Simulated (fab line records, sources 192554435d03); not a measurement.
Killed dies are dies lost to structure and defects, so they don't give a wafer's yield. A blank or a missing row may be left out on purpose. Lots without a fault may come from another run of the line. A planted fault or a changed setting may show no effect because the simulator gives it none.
A struck lot beside a sound one | flow n5_finfet | 15 steps out of a route of 1938
Sound: wafers L337.2, L337.3, L337.5. Struck: wafers L341.2, L341.3, L341.6. The cause comes at the end.
At each step with rows: each side's tool, then ch and its chambers, then its first start. Under that, the readings that differ: sound wafers | struck wafers | difference of the means | sigmas: that difference in standard deviations of wafers without a fault.
alike: readings whose means differ by less than 2 such deviations, and words and numbers that are the same on both sides. not compared: withheld readings, readings that some wafer has no value for, bounds like >300 that may hide the same value, and numbers for which the record gives no deviation and whose values overlap.
The two part at a step that has a row with sigmas, a row that says differs or no value, or rows on one side only. Numbers that don't overlap but have no deviation are shown without sigmas and don't part them. A reading that every wafer of one side lacks parts them only if that side has two wafers or more.

N5_MOL_CONTACT_COAG_ETCH_48: etches SiOC in C4F6/O2, target depth 15 nm, overetch 4.5 nm, time 17 s.
  sound on rie_diel-02 ch 2,3, day 8 00:13; struck on rie_diel-02 ch 1,3, day 9 03:58
  alike: drypump_motor_current_A, oes_o_777_au, oes_product_au, rf_fwd_power_W, rf_vpp_V, showerhead_plenum_p_Torr, throttle_valve_pct
  not compared: rf_hours_counter_h
N5_MOL_CONTACT_COAG_STRIP_72: strips in N2/H2.
  sound on rie_diel-02 ch 2,3, day 8 00:16; struck on rie_diel-02 ch 1,3, day 9 04:01
  reading             | sound             | struck            | difference | sigmas
  h2_flow_sccm (sccm) | 199.9 199.9 198.7 | 201.2 201.4 200.6 | +1.6       | +2
  alike: drypump_motor_current_A, oes_product_au, rf_vpp_V, showerhead_plenum_p_Torr, throttle_valve_pct
  not compared: rf_hours_counter_h
N5_MOL_CONTACT_COAG_STRIP_49: strips in N2/H2, time 30 s.
  sound on plasma_asher-01 ch 0,1, day 8 00:20; struck on plasma_asher-01 ch 0,1, day 9 04:07
  alike: drypump_motor_current_A, h2_flow_sccm, heater_power_w
  not compared: rf_hours_counter_h
then, 2 steps without rows for these wafers: N5_MOL_CONTACT_COAG_PRECLEAN_138 (cleans in alkaline clean, time 60 s); N5_MOL_CONTACT_COAG_SRD_139 (time 30 s).
N5_MOL_CONTACT_COAG_CD_MEAS_101: target cd 16 nm.
  sound on cd_sem-03, day 8 00:29; struck on cd_sem-03, day 9 04:17
  alike: cd_nm
then, 1 step without rows for these wafers: N5_MOL_CONTACT_COAG_PRE_CLEAN_121.
N5_MOL_CONTACT_COAG_CVD_140: deposits W, target thk 66.5 nm, time 215 s.
  sound on cvd_w-01 ch 0, day 8 00:37; struck on cvd_w-01 ch 1, day 9 04:25
  alike: heater_power_w
then, 2 steps without rows for these wafers: N5_MOL_CONTACT_COAG_PRECLEAN_127 (cleans in DIW, time 57.5 s); N5_MOL_CONTACT_COAG_SRD_128 (dry time 32 s).
N5_MOL_CONTACT_COAG_CMP_52: polishes, stops on SiO2, t overpolish 1.5 s, target thk 66.5 nm.
  sound on cmp-04 ch 0,2,3, day 8 00:59; struck on cmp-04 ch 0,2,3, day 9 04:44
  alike: motor_current_A, overpolish_run_s, time_to_endpoint_s
N5_MOL_CONTACT_COAG_THK_MEAS_53:
  sound on film_metro-01, day 8 01:14; struck on film_metro-01, day 9 05:02
  alike: VIA_MOL_THK
N5_MOL_CONTACT_COAG_ANNEAL_112: time 1800 s.
  sound on hp_anneal-01 ch 0, day 8 01:16; struck on hp_anneal-01, day 9 06:44
  no value came back on the struck wafers for pressure_atm, spike_tc_bottom_C (C), wafer_temp_C_max; on the sound wafers pressure_atm reads 10.000 10.022 9.998
N5_MOL_CONTACT_COAG_INSPECT_97: inspects for defects (darkfield).
  sound on defect_inspect-01, day 8 04:19; struck on defect_inspect-02, day 9 09:46
  alike: raw_defect_count
-- the record jumps here: 7 days lie between the struck wafers' starts before and after (it left off in module MOL_CONTACT_COAG and takes up again in module PASSIVATION, whose first step shown is number 1936 of the route) --
N5_PASSIVATION_PROBE_49:
  sound on prober-02, day 15 16:52; struck on prober-01, day 16 14:46
  alike: killed_at_M0_to_M3, killed_at_M4_up, killed_at_contacts, killed_at_front_end, killed_at_other, killed_dies, killed_open, killed_short

WHERE THEY PART
First at N5_MOL_CONTACT_COAG_STRIP_72; last, within this record, at N5_MOL_CONTACT_COAG_ANNEAL_112. Later steps at which nothing parts them and some readings are alike: N5_MOL_CONTACT_COAG_INSPECT_97, N5_PASSIVATION_PROBE_49.

WHY: what the simulator had put in
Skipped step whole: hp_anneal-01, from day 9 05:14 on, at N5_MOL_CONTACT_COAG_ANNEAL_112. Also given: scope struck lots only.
